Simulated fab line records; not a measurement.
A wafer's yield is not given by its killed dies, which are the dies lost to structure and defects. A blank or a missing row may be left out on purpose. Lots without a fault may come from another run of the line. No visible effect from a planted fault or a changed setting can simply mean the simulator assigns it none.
What tool caused it? / flow nandHarc / 39 wafers from 13 lots sampled at 5 of the route's 1159 steps

WHAT THE GAUGES READ, wafer by wafer
NHARC_END_SORT_01.
lot=L932; measured=day 21 05:14; on=prober-01; defectLimitedYield (%)=95.0 94.2 95.6; killedAtArray=29 34 28; killedAtOther=2 1 0; killedAtPeriphery=3 4 2; killedDies=34 39 30; killedOpen=1 4 5; killedShort=4 2 0; sort_bin_2_pct (%)=0.9 1.6 1.2; sort_bin_3_pct (%)=0.44 0 0.44; sort_bin_4_pct (%)=3.7 4.1 2.8; sortNPass=643 638 647; sortRimYieldPct (%)=94.3 92.5 97.2; sortYieldPct (%)=95.0 94.2 95.6
lot=L934; measured=day 21 22:28; on=prober-01; defectLimitedYield (%)=96.2 96.5 95.4; killedAtArray=22 18 26; killedAtOther=1 0 0; killedAtPeriphery=3 6 5; killedDies=26 24 31; killedOpen=1 2 3; killedShort=0 3 2; sort_bin_2_pct (%)=1.3 1.0 1.3; sort_bin_3_pct (%)=0 0.44 0.44; sort_bin_4_pct (%)=2.5 2.1 2.8; sortNPass=651 653 646; sortRimYieldPct (%)=98.1 98.1 97.2; sortYieldPct (%)=96.2 96.5 95.4
lot=L935; measured=day 21 22:17; on=prober-02; defectLimitedYield (%)=92.8 93.8 93.2; killedAtArray=35 36 37; killedAtOther=5 0 0; killedAtPeriphery=9 6 9; killedDies=49 42 46; killedOpen=8 5 4; killedShort=0 1 2; sort_bin_2_pct (%)=3.2 2.2 2.7; sort_bin_3_pct (%)=0.44 0.44 0.15; sort_bin_4_pct (%)=3.5 3.5 4.0; sortNPass=628 635 631; sortRimYieldPct (%)=88.7 98.1 92.5; sortYieldPct (%)=92.8 93.8 93.2
lot=L939; measured=day 22 12:20; on=prober-02; defectLimitedYield (%)=94.4 95.1 96.0; killedAtArray=37 33 26; killedAtOther=0 0 0; killedAtPeriphery=1 0 1; killedDies=38 33 27; killedOpen=2 0 2; killedShort=3 2 0; sort_bin_2_pct (%)=1.2 1.0 1.0; sort_bin_3_pct (%)=0.30 0.15 0.15; sort_bin_4_pct (%)=4.1 3.7 2.8; sortNPass=639 644 650; sortRimYieldPct (%)=96.2 93.4 100.0; sortYieldPct (%)=94.4 95.1 96.0
lot=L942; measured=day 23 03:11; on=prober-01; defectLimitedYield (%)=94.5 94.7 96.2; killedAtArray=35 31 25; killedAtOther=0 0 0; killedAtPeriphery=2 5 1; killedDies=37 36 26; killedOpen=4 6 3; killedShort=4 0 4; sort_bin_2_pct (%)=1.5 1.5 1.3; sort_bin_3_pct (%)=0.30 0.30 0; sort_bin_4_pct (%)=3.7 3.5 2.5; sortNPass=640 641 651; sortRimYieldPct (%)=98.1 91.5 91.5; sortYieldPct (%)=94.5 94.7 96.2
lot=L944; measured=day 23 12:02; on=prober-02; defectLimitedYield (%)=82.0 81.7 84.5; killedAtArray=22 18 5; killedAtOther=4 1 4; killedAtPeriphery=96 105 96; killedDies=122 124 105; killedOpen=8 1 0; killedShort=1 0 2; sort_bin_2_pct (%)=9.5 7.2 6.8; sort_bin_3_pct (%)=3.99 4.58 4.28; sort_bin_4_pct (%)=4.6 6.5 4.4; sortNPass=555 553 572; sortRimYieldPct (%)=95.3 96.2 99.1; sortYieldPct (%)=82.0 81.7 84.5
lot=L945; measured=day 23 19:44; on=prober-02; defectLimitedYield (%)=79.6 79.8 79.6; killedAtArray=46 37 42; killedAtOther=1 4 4; killedAtPeriphery=91 96 92; killedDies=138 137 138; killedOpen=4 2 5; killedShort=5 4 1; sort_bin_2_pct (%)=8.9 8.7 8.7; sort_bin_3_pct (%)=3.99 3.55 4.43; sort_bin_4_pct (%)=7.5 8.0 7.2; sortNPass=539 540 539; sortRimYieldPct (%)=91.5 90.6 91.5; sortYieldPct (%)=79.6 79.8 79.6

TOOL THAT RAN EACH LOT (tool first, then ch and the chambers of the sampled wafers, then the start)
lot=L926; NHARC_P_M0_ETCH_15=rieDiel-05 ch 0,1,3, day 5 15:08; NHARC_A_M1_DEP_33=pecvd-02 ch 0,1,2, day 18 00:56; NHARC_THIN_TSV_PVD_51=pvdSputter-01, day 19 23:14 or earlier; NHARC_THIN_TSV_PRE_CLEAN_54=pvdSputter-02, day 19 23:14
lot=L929; NHARC_P_M0_ETCH_15=rieDiel-09 ch 1,2,3, day 6 13:13; NHARC_A_M1_DEP_33=pecvd-03 ch 0,1, day 18 05:32; NHARC_THIN_TSV_PVD_51=pvdSputter-02, day 20 04:10 or earlier; NHARC_THIN_TSV_PRE_CLEAN_54=pvdSputter-01, day 20 04:10
lot=L930; NHARC_P_M0_ETCH_15=rieDiel-09 ch 0,1, day 6 13:44; NHARC_A_M1_DEP_33=pecvd-01 ch 0,1,2, day 18 04:01; NHARC_THIN_TSV_PVD_51=pvdSputter-01, day 20 00:52 or earlier; NHARC_THIN_TSV_PRE_CLEAN_54=pvdSputter-02, day 20 00:52
lot=L932; NHARC_P_M0_ETCH_15=rieDiel-09 ch 0,1,3, day 7 07:10; NHARC_A_M1_DEP_33=pecvd-03 ch 1,2, day 19 11:07; NHARC_THIN_TSV_PVD_51=pvdSputter-02, day 20 09:50 or earlier; NHARC_THIN_TSV_PRE_CLEAN_54=pvdSputter-01, day 20 09:50
lot=L931; NHARC_P_M0_ETCH_15=rieDiel-05 ch 0,1,2, day 7 09:18; NHARC_A_M1_DEP_33=pecvd-02 ch 0,2, day 18 23:02; NHARC_THIN_TSV_PVD_51=pvdSputter-01, day 20 05:19 or earlier; NHARC_THIN_TSV_PRE_CLEAN_54=pvdSputter-01, day 20 05:19
lot=L934; NHARC_P_M0_ETCH_15=rieDiel-02 ch 0,2,3, day 7 17:19; NHARC_A_M1_DEP_33=pecvd-03 ch 0,1,2, day 19 22:37; NHARC_THIN_TSV_PVD_51=pvdSputter-03, day 21 01:58 or earlier; NHARC_THIN_TSV_PRE_CLEAN_54=pvdSputter-03, day 21 01:58
lot=L935; NHARC_P_M0_ETCH_15=rieDiel-09 ch 0,3, day 7 17:28; NHARC_A_M1_DEP_33=pecvd-02 ch 0,1,2, day 19 16:23; NHARC_THIN_TSV_PVD_51=pvdSputter-02, day 20 18:11 or earlier; NHARC_THIN_TSV_PRE_CLEAN_54=pvdSputter-02, day 20 18:11
lot=L938; NHARC_P_M0_ETCH_15=rieDiel-09 ch 0,1,2, day 8 22:36; NHARC_A_M1_DEP_33=pecvd-01 ch 0,1,2, day 20 22:17; NHARC_THIN_TSV_PVD_51=pvdSputter-02, day 21 20:49 or earlier; NHARC_THIN_TSV_PRE_CLEAN_54=pvdSputter-01, day 21 20:49
lot=L939; NHARC_P_M0_ETCH_15=rieDiel-09 ch 0,2,3, day 9 03:35; NHARC_A_M1_DEP_33=pecvd-02 ch 0,1,2, day 20 19:43; NHARC_THIN_TSV_PVD_51=pvdSputter-02, day 21 19:58 or earlier; NHARC_THIN_TSV_PRE_CLEAN_54=pvdSputter-03, day 21 19:58
lot=L940; NHARC_P_M0_ETCH_15=rieDiel-09 ch 0,1,3, day 9 17:10; NHARC_A_M1_DEP_33=pecvd-02 ch 0,2, day 21 09:29; NHARC_THIN_TSV_PVD_51=pvdSputter-01, day 22 07:31 or earlier; NHARC_THIN_TSV_PRE_CLEAN_54=pvdSputter-01, day 22 07:31
lot=L942; NHARC_P_M0_ETCH_15=rieDiel-02 ch 0,1,2, day 9 22:11; NHARC_A_M1_DEP_33=pecvd-03 ch 0,1, day 21 18:09; NHARC_THIN_TSV_PVD_51=pvdSputter-02, day 22 17:00 or earlier; NHARC_THIN_TSV_PRE_CLEAN_54=pvdSputter-02, day 22 17:00
lot=L944; NHARC_P_M0_ETCH_15=rieDiel-09 ch 1,2,3, day 10 00:39; NHARC_A_M1_DEP_33=pecvd-02 ch 0,1,2, day 22 04:36; NHARC_THIN_TSV_PVD_51=pvdSputter-01, day 23 04:44 or earlier; NHARC_THIN_TSV_PRE_CLEAN_54=pvdSputter-03, day 23 04:44
lot=L945; NHARC_P_M0_ETCH_15=rieDiel-09 ch 1,2,3, day 10 07:43; NHARC_A_M1_DEP_33=pecvd-03 ch 0,1,2, day 22 08:09; NHARC_THIN_TSV_PVD_51=pvdSputter-03, day 23 03:31 or earlier; NHARC_THIN_TSV_PRE_CLEAN_54=pvdSputter-02, day 23 03:31
- NHARC_P_M0_ETCH_15: etches the open film in C4F8/Ar, target depth 150 nm, overetch 15 nm, time 82.5 s.
- NHARC_A_M1_DEP_33: deposits SiCN, target thk 30 nm.
- NHARC_THIN_TSV_PVD_51: deposits Cu, target thk 100 nm.
- NHARC_THIN_TSV_PRE_CLEAN_54: time 30 s.

AS READ BY THE TOOLS THEMSELVES (means over the sampled wafers that have a number; for cases with no such wafer, the mark the record gives instead)
NHARC_P_M0_ETCH_15.
lot=L926; tool=rieDiel-05; oesProductAu (a.u.)=0.922; rfVppV (V)=438.7
lot=L929; tool=rieDiel-09; oesProductAu (a.u.)=0.970; rfVppV (V)=440.9
lot=L930; tool=rieDiel-09; oesProductAu (a.u.)=0.981; rfVppV (V)=440.5
lot=L932; tool=rieDiel-09; oesProductAu (a.u.)=0.966; rfVppV (V)=442.1
lot=L931; tool=rieDiel-05; oesProductAu (a.u.)=0.926; rfVppV (V)=439.4
lot=L934; tool=rieDiel-02; oesProductAu (a.u.)=0.969; rfVppV (V)=440.6
lot=L935; tool=rieDiel-09; oesProductAu (a.u.)=0.949; rfVppV (V)=444.5
lot=L938; tool=rieDiel-09; oesProductAu (a.u.)=0.948; rfVppV (V)=440.7
lot=L939; tool=rieDiel-09; oesProductAu (a.u.)=0.966; rfVppV (V)=442.0
lot=L940; tool=rieDiel-09; oesProductAu (a.u.)=0.929; rfVppV (V)=442.0
lot=L942; tool=rieDiel-02; oesProductAu (a.u.)=0.943; rfVppV (V)=440.7
lot=L944; tool=rieDiel-09; oesProductAu (a.u.)=0.977; rfVppV (V)=440.1
lot=L945; tool=rieDiel-09; oesProductAu (a.u.)=0.968; rfVppV (V)=440.5

NHARC_A_M1_DEP_33.
lot=L926; tool=pecvd-02; heaterPowerW (W)=512; showerheadVppV (V)=1389
lot=L929; tool=pecvd-03; heaterPowerW (W)=626; showerheadVppV (V)=1341
lot=L930; tool=pecvd-01; heaterPowerW (W)=577; showerheadVppV (V)=1334
lot=L932; tool=pecvd-03; heaterPowerW (W)=615; showerheadVppV (V)=1339
lot=L931; tool=pecvd-02; heaterPowerW (W)=496; showerheadVppV (V)=1418
lot=L934; tool=pecvd-03; heaterPowerW (W)=556; showerheadVppV (V)=1339
lot=L935; tool=pecvd-02; heaterPowerW (W)=496; showerheadVppV (V)=1383
lot=L938; tool=pecvd-01; heaterPowerW (W)=550; showerheadVppV (V)=1322
lot=L939; tool=pecvd-02; heaterPowerW (W)=484; showerheadVppV (V)=1385
lot=L940; tool=pecvd-02; heaterPowerW (W)=478; showerheadVppV (V)=1428
lot=L942; tool=pecvd-03; heaterPowerW (W)=614; showerheadVppV (V)=1337
lot=L944; tool=pecvd-02; heaterPowerW (W)=495; showerheadVppV (V)=1378
lot=L945; tool=pecvd-03; heaterPowerW (W)=579; showerheadVppV (V)=1338

NHARC_THIN_TSV_PVD_51.
lot=L926; tool=pvdSputter-01; throttleValvePct (%)=30.3
lot=L929; tool=pvdSputter-02; throttleValvePct (%)=29.2
lot=L930; tool=pvdSputter-01; throttleValvePct (%)=29.9
lot=L932; tool=pvdSputter-02; throttleValvePct (%)=29.4
lot=L931; tool=pvdSputter-01; throttleValvePct (%)=30.5
lot=L934; tool=pvdSputter-03; throttleValvePct (%)=29.6
lot=L935; tool=pvdSputter-02; throttleValvePct (%)=29.0
lot=L938; tool=pvdSputter-02; throttleValvePct (%)=30.8
lot=L939; tool=pvdSputter-02; throttleValvePct (%)=30.1
lot=L940; tool=pvdSputter-01; throttleValvePct (%)=30.5
lot=L942; tool=pvdSputter-02; throttleValvePct (%)=30.4
lot=L944; tool=pvdSputter-01; throttleValvePct (%)=29.8
lot=L945; tool=pvdSputter-03; throttleValvePct (%)=29.6

NHARC_THIN_TSV_PRE_CLEAN_54.
lot=L926; tool=pvdSputter-02; heaterPowerW (W)=428
lot=L929; tool=pvdSputter-01; heaterPowerW (W)=422
lot=L930; tool=pvdSputter-02; heaterPowerW (W)=440
lot=L932; tool=pvdSputter-01; heaterPowerW (W)=371
lot=L931; tool=pvdSputter-01; heaterPowerW (W)=398
lot=L934; tool=pvdSputter-03; heaterPowerW (W)=436
lot=L935; tool=pvdSputter-02; heaterPowerW (W)=433
lot=L938; tool=pvdSputter-01; heaterPowerW (W)=379
lot=L939; tool=pvdSputter-03; heaterPowerW (W)=440
lot=L940; tool=pvdSputter-01; heaterPowerW (W)=404
lot=L942; tool=pvdSputter-02; heaterPowerW (W)=443
lot=L944; tool=pvdSputter-03; heaterPowerW (W)=435
lot=L945; tool=pvdSputter-02; heaterPowerW (W)=441

THE ANSWER, worked out from the rows above alone
Rule: usual is defined by the lots themselves. The widest of any qualifying gaps counts: lots, ordered by their means at a reading, are off when they make up no more than a third of the lots, leave a main group of 4 or more, and stand apart from it by 3 or more times the standard deviation of that group's means. Not used: any main group whose means are identical at the precision the tables above print for the reading. A lot without any number at a reading at which 4 lots or more have one is off too. The other lots that the step has rows for count as sound. Order of review: gauges by route order, followed by the tools' own readings, for which a lot's mean as printed above is used. The first step at which some lot is off is used, and at that step the reading that is off furthest; a lot without a number counts as furthest.
Off: L944, L945 (NHARC_END_SORT_01, sort_bin_3_pct). Main group: mean 0.27 %, sd 0.057. Neither off nor sound, because the step has no rows for them: L926, L929, L930, L931, L938, L940.
A tool fits if, at a process step before that reading, it ran every lot that is off, and no sound lot after the first of them. Gauges at NHARC_END_SORT_01: tried the same way as those tools. With no start given for some of its lots, NHARC_THIN_TSV_PVD_51 uses the hours and lot order of NHARC_THIN_TSV_PRE_CLEAN_54. 2 tools fit, rieDiel-09 at NHARC_P_M0_ETCH_15 and prober-02 at NHARC_END_SORT_01, so this cannot tell which one it is.

WHAT THE SIMULATOR PUT IN
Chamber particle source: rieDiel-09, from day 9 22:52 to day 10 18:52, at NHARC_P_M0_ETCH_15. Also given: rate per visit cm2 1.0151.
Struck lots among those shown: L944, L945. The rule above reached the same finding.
